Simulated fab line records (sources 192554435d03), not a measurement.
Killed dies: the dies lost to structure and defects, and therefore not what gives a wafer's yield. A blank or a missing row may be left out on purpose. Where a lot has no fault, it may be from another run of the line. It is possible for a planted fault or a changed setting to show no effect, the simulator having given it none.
Lot-split experiment -- flow n5Finfet -- 39 wafers read across 7 lots, on a route 1938 steps long

## ABOUT THE SPLIT
At N5_BEOL_M9_TRENCH_ETCH_37 (etches SiCOH lowk in C4F6/O2, target depth 151.43 nm, time 49 s), the setting targetDepthA was moved away from the recipe's 1514.3 angstrom on 15 of the 39 wafers read, by -47.3% to -17.5%. This setting was run at the recipe's value on the other wafers.

## FROM THE SPLIT TO THE READING: what the file shows between them, 11 steps
- N5_BEOL_M9_ETCH_41: etches SiCN in CH3F/O2, target depth 36.6 nm, time 70.1 s
- N5_BEOL_M9_STRIP_80: strips in N2/H2, time 10 s
- N5_BEOL_M9_OCD_MEAS_38
- N5_BEOL_M9_HM_STRIP_39: strips TiN in peroxide tin strip, target depth 25 nm, time 158 s
- N5_BEOL_M9_SRD_40: time 30 s
- N5_BEOL_M9_ECD_50: material Cu, target thk 318 nm
- N5_BEOL_M9_ANNEAL_51: time 90 s
- N5_BEOL_M9_CMP_52: polishes, stops on SiCOH lowk, t overpolish 7 s, target thk 140 nm
- N5_BEOL_M9_THK_MEAS_53: measures by xrf
- N5_BEOL_M9_PRE_CLEAN_55: time 15 s
- N5_BEOL_M9_DEP_56: deposits SiCN from 3MS/NH3, target thk 15 nm, time 26.5 s

## THE READING
M9_RS (ohm/sq), read at N5_BEOL_M9_RS_MEAS_57 with a four-point probe. On this fab line, fault-free wafers typically give 0.1518 ohm/sq with a standard deviation of 0.0025 ohm/sq.

wafer,"tool, chamber at the split","targetDepthA as run, angstrom",against the recipe,"M9_RS, ohm/sq",against lot-mates on the recipe
L077.1,"rieDiel-02, 2",797.8,-47.3%,0.3428,+0.1911
L077.2,"rieDiel-02, 0",1514.3,recipe,0.1528,-
L077.3,"rieDiel-02, 3",1514.3,recipe,0.1508,-
L077.4,"rieDiel-02, 1",797.8,-47.3%,0.3551,+0.2034
L077.5,"rieDiel-02, 2",797.8,-47.3%,0.3445,+0.1928
L077.6,"rieDiel-02, 1",1514.3,recipe,0.1514,-
L082.1,"rieDiel-04, 0",1514.3,recipe,0.1509,-
L082.2,"rieDiel-04, 3",1514.3,recipe,0.1505,-
L082.3,"rieDiel-04, 1",1514.3,recipe,0.1482,-
L082.4,"rieDiel-04, 2",1514.3,recipe,0.1547,-
L082.5,"rieDiel-04, 2",1514.3,recipe,0.1548,-
L082.6,"rieDiel-04, 1",1514.3,recipe,0.1506,-
L086.1,"rieDiel-04, 0",1514.3,recipe,0.1482,-
L086.2,"rieDiel-04, 2",959.3,-36.7%,0.2704,+0.1220
L086.3,"rieDiel-04, 1",1514.3,recipe,0.1500,-
L086.4,"rieDiel-04, 3",959.3,-36.7%,0.2667,+0.1183
L086.5,"rieDiel-04, 1",1514.3,recipe,0.1471,-
L086.6,"rieDiel-04, 0",959.3,-36.7%,0.2637,+0.1153
L089.1,"rieDiel-01, 2",1099,-27.4%,0.2267,+0.0742
L089.2,"rieDiel-01, 1",1099,-27.4%,0.2271,+0.0746
L089.3,"rieDiel-01, 0",1099,-27.4%,0.2255,+0.0730
L089.4,"rieDiel-01, 1",1514.3,recipe,0.1497,-
L089.5,"rieDiel-01, 0",1514.3,recipe,0.1539,-
L089.6,"rieDiel-01, 2",1514.3,recipe,0.1539,-
L090.1,"rieDiel-04, 0",982.7,-35.1%,0.2580,+0.1090
L090.2,"rieDiel-04, 3",1514.3,recipe,0.1506,-
L090.3,"rieDiel-04, 1",1514.3,recipe,0.1460,-
L090.4,"rieDiel-04, 1",982.7,-35.1%,0.2580,+0.1090
L090.5,"rieDiel-04, 3",982.7,-35.1%,0.2661,+0.1171
L090.6,"rieDiel-04, 0",1514.3,recipe,0.1503,-
L094.1,"rieDiel-02, 1",1514.3,recipe,0.1505,-
L094.3,"rieDiel-02, 3",1514.3,recipe,0.1508,-
L094.6,"rieDiel-02, 1",1514.3,recipe,0.1499,-
L095.1,"rieDiel-04, 2",1249,-17.5%,0.1946,+0.0431
L095.2,"rieDiel-04, 0",1514.3,recipe,0.1519,-
L095.3,"rieDiel-04, 1",1249,-17.5%,0.1877,+0.0362
L095.4,"rieDiel-04, 3",1514.3,recipe,0.1502,-
L095.5,"rieDiel-04, 3",1249,-17.5%,0.1903,+0.0388
L095.6,"rieDiel-04, 0",1514.3,recipe,0.1523,-

THE FIT
A straight line over all 39 wafers: M9_RS changes by -0.00352 ohm/sq for each +1% of targetDepthA; r = -0.98; the points scatter about the line by 0.013 ohm/sq.
The same after taking each lot's own level away (the mean of its wafers on the recipe; 39 wafers): -0.00353 ohm/sq for each +1%; r = -0.98; scatter 0.013 ohm/sq.
The reading moves by 0.17 ohm/sq for the largest change in targetDepthA, on that fit.
The lots' own levels span 0.14843 to 0.15250 ohm/sq, that is 1.6 times the standard deviation above.
Hence the lot-to-lot level has little effect on the slope; both slopes agree.
Check: with one of the wafers moved furthest among these (-47.3%) left out of the fit, the line predicts +0.16 ohm/sq for it against its lot-mates. It came out at +0.191 ohm/sq against them.

## THE WHOLE CHAIN: every reading that the file lists as answering this split, in the file's order
step,what it does,reading,change (the file's fit),r (the file's)
N5_BEOL_M9_TRENCH_ETCH_37,"etches SiCOH lowk in C4F6/O2, target depth 151.43 nm, time 49 s","etch.depthNm (the simulator's own value, which no gauge read)",+1.53 nm for each +1% of the setting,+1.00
N5_BEOL_M9_TRENCH_ETCH_37,"etches SiCOH lowk in C4F6/O2, target depth 151.43 nm, time 49 s","BEOL_M9.featureDepthNm (the simulator's own value, which no gauge read)",+1.53 nm for each +1% of the setting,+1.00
N5_BEOL_M9_TRENCH_ETCH_37,"etches SiCOH lowk in C4F6/O2, target depth 151.43 nm, time 49 s","TiN_of_BEOL_M9_HM_DEP_02.thkNm (the simulator's own value, which no gauge read)",-0.0447 nm for each +1% of the setting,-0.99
N5_BEOL_M9_OCD_MEAS_38,,trenchDepthNm,+1.52 nm for each +1% of the setting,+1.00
N5_BEOL_M9_CMP_52,"polishes, stops on SiCOH lowk, t overpolish 7 s, target thk 140 nm","Cu_of_BEOL_M9_ECD_50.thkNm (the simulator's own value, which no gauge read)",+1.53 nm for each +1% of the setting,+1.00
N5_BEOL_M9_THK_MEAS_53,measures by xrf,M9_THK,+1.54 for each +1% of the setting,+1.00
N5_BEOL_M9_RS_MEAS_57,measures by four-point-probe,M9_RS,-0.00345 for each +1% of the setting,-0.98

## FILE'S OWN FIT
M9_RS changes by -0.00345 ohm/sq for each +1% of targetDepthA, r = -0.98.
